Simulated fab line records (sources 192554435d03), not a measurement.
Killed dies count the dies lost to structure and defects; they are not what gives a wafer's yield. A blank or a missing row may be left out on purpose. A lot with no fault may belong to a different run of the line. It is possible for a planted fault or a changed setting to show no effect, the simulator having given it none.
Check for tools in common + flow n5 finfet + Lots sampled 10, wafers sampled 29

## WHAT PROMPTED THE OPENING
On 2 of the 10 lots, a flag is raised at N5_BEOL_M2_INSPECT_13 on the reading raw defect count. Wafers without a fault read 436, standard deviation 87.
Rule: a lot gets a flag if all its wafers with a number sit over 4 standard deviations from that mean, or if no wafer of it has a number. All remaining lots are regarded as sound.

| lot  | measured     | on                | raw defect count, wafer by wafer | flag    |
|------|--------------|-------------------|----------------------------------|---------|
| L412 | day 6 17:52  | defect inspect-01 | 405 368 407                      |         |
| L416 | day 7 17:34  | defect inspect-02 | 418 411 510                      |         |
| L419 | day 8 03:19  | defect inspect-01 | 530 446 472                      |         |
| L415 | day 8 03:32  | defect inspect-01 | 489 389                          |         |
| L417 | day 8 03:42  | defect inspect-02 | 568 398 449                      |         |
| L426 | day 10 05:34 | defect inspect-01 | 1013 1262 1107                   | FLAGGED |
| L427 | day 10 19:58 | defect inspect-01 | 1083 1007 965                    | FLAGGED |
| L431 | day 11 09:57 | defect inspect-01 | 357 329 321                      |         |
| L432 | day 11 19:20 | defect inspect-01 | 335 420 364                      |         |
| L435 | day 12 09:41 | defect inspect-01 | 417 414 368                      |         |
The mean of the flagged lots' numbers is 1073, +637 from the usual (+7 standard deviations).

## WHICH TOOL EACH LOT WENT THROUGH
3 process steps preceding the reading are held in the record, out of 1938 steps in the route. Each cell gives the tool, then ch followed by the chambers the sampled wafers passed through, then the start.
| lot  | flag    | N5_BEOL_M1_ANNEAL_91         | N5_BEOL_M1_SPUTTER_96        | N5_BEOL_M2_ILD_DEP_00           |
|------|---------|------------------------------|------------------------------|---------------------------------|
| L412 |         | pvd sputter-02, day 6 15:22  | pvd sputter-02, day 6 15:57  | pecvd-01 ch 0,2, day 6 17:06    |
| L416 |         | pvd sputter-01, day 7 14:03  | pvd sputter-01, day 7 14:38  | pecvd-02 ch 0,2, day 7 15:59    |
| L419 |         | pvd sputter-02, day 8 00:13  | pvd sputter-02, day 8 00:48  | pecvd-02 ch 0,1,2, day 8 01:56  |
| L415 |         | pvd sputter-03, day 8 00:22  | pvd sputter-03, day 8 00:56  | pecvd-02 ch 0,2, day 8 02:07    |
| L417 |         | pvd sputter-01, day 8 00:38  | pvd sputter-01, day 8 01:13  | pecvd-02 ch 0,2, day 8 02:20    |
| L426 | FLAGGED | pvd sputter-03, day 10 02:32 | pvd sputter-03, day 10 03:07 | pecvd-02 ch 0,1,2, day 10 04:14 |
| L427 | FLAGGED | pvd sputter-03, day 10 17:13 | pvd sputter-03, day 10 17:47 | pecvd-02 ch 1,2, day 10 18:56   |
| L431 |         | pvd sputter-01, day 11 06:54 | pvd sputter-01, day 11 07:29 | pecvd-03 ch 0,1,2, day 11 08:35 |
| L432 |         | pvd sputter-03, day 11 16:51 | pvd sputter-03, day 11 17:26 | pecvd-01 ch 0,1,2, day 11 18:34 |
| L435 |         | pvd sputter-01, day 12 06:41 | pvd sputter-01, day 12 07:16 | pecvd-03 ch 1,2, day 12 08:22   |
These steps, and what they do:
- N5_BEOL_M1_ANNEAL_91: time 240 s.
- N5_BEOL_M1_SPUTTER_96: material Cu, target thk 4.5 nm, time 8.29 s.
- N5_BEOL_M2_ILD_DEP_00: deposits SiOC from DEMS/O2, target thk 79 nm, time 15.3 s.
- N5_BEOL_M2_INSPECT_13: inspects for defects (brightfield).

## FLAGGED OVER TOTAL, TOOL BY TOOL (the gauges that took the reading come last)
| step                  | tool              | lots run | flagged | share of the flagged lots | sound lots run after its first flagged lot |
|-----------------------|-------------------|----------|---------|---------------------------|--------------------------------------------|
| N5_BEOL_M1_ANNEAL_91  | pvd sputter-01    | 4        | 0       | none                      | -                                          |
| N5_BEOL_M1_ANNEAL_91  | pvd sputter-02    | 2        | 0       | none                      | -                                          |
| N5_BEOL_M1_ANNEAL_91  | pvd sputter-03    | 4        | 2       | all                       | 1 (L432)                                   |
| N5_BEOL_M1_SPUTTER_96 | pvd sputter-01    | 4        | 0       | none                      | -                                          |
| N5_BEOL_M1_SPUTTER_96 | pvd sputter-02    | 2        | 0       | none                      | -                                          |
| N5_BEOL_M1_SPUTTER_96 | pvd sputter-03    | 4        | 2       | all                       | 1 (L432)                                   |
| N5_BEOL_M2_ILD_DEP_00 | pecvd-01          | 2        | 0       | none                      | -                                          |
| N5_BEOL_M2_ILD_DEP_00 | pecvd-02          | 6        | 2       | all                       | 0                                          |
| N5_BEOL_M2_ILD_DEP_00 | pecvd-03          | 2        | 0       | none                      | -                                          |
| N5_BEOL_M2_INSPECT_13 | defect inspect-01 | 8        | 2       | all                       | 3 (L431,L432,L435)                         |
| N5_BEOL_M2_INSPECT_13 | defect inspect-02 | 2        | 0       | none                      | -                                          |

## WHAT IS ALLOWED BY THE TABLE
4 rows of the table ran every flagged lot: pvd sputter-03 at N5_BEOL_M1_ANNEAL_91, pvd sputter-03 at N5_BEOL_M1_SPUTTER_96, pecvd-02 at N5_BEOL_M2_ILD_DEP_00, defect inspect-01 at N5_BEOL_M2_INSPECT_13.
- pvd sputter-03 at N5_BEOL_M1_ANNEAL_91 ran 4 lots, 2 of them flagged. Sound lots followed the first flagged one (L432) on it, something a lasting fault affecting the whole tool could not allow.
- pvd sputter-03 at N5_BEOL_M1_SPUTTER_96 ran 4 lots, 2 of them flagged. Sound lots followed the first flagged one (L432) on it, something a lasting fault affecting the whole tool could not allow.
- pecvd-02 at N5_BEOL_M2_ILD_DEP_00 ran 6 lots, 2 of them flagged. Its last sound lot is L417 (day 8 02:20), its first flagged lot L426 (day 10 04:14): a fault that began between those two fits.
- defect inspect-01 at N5_BEOL_M2_INSPECT_13 ran 8 lots, 2 of them flagged. Sound lots followed the first flagged one (L431, L432, L435) on it, something a lasting fault affecting the whole tool could not allow.
pecvd-02 at N5_BEOL_M2_ILD_DEP_00 is the single tool remaining.

## WHAT THE SIMULATOR PUT IN
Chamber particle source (pecvd-02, N5_BEOL_M2_ILD_DEP_00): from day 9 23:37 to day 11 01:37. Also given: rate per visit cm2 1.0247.
Struck lots among those shown: L426, L427. The rule above reached the same finding.
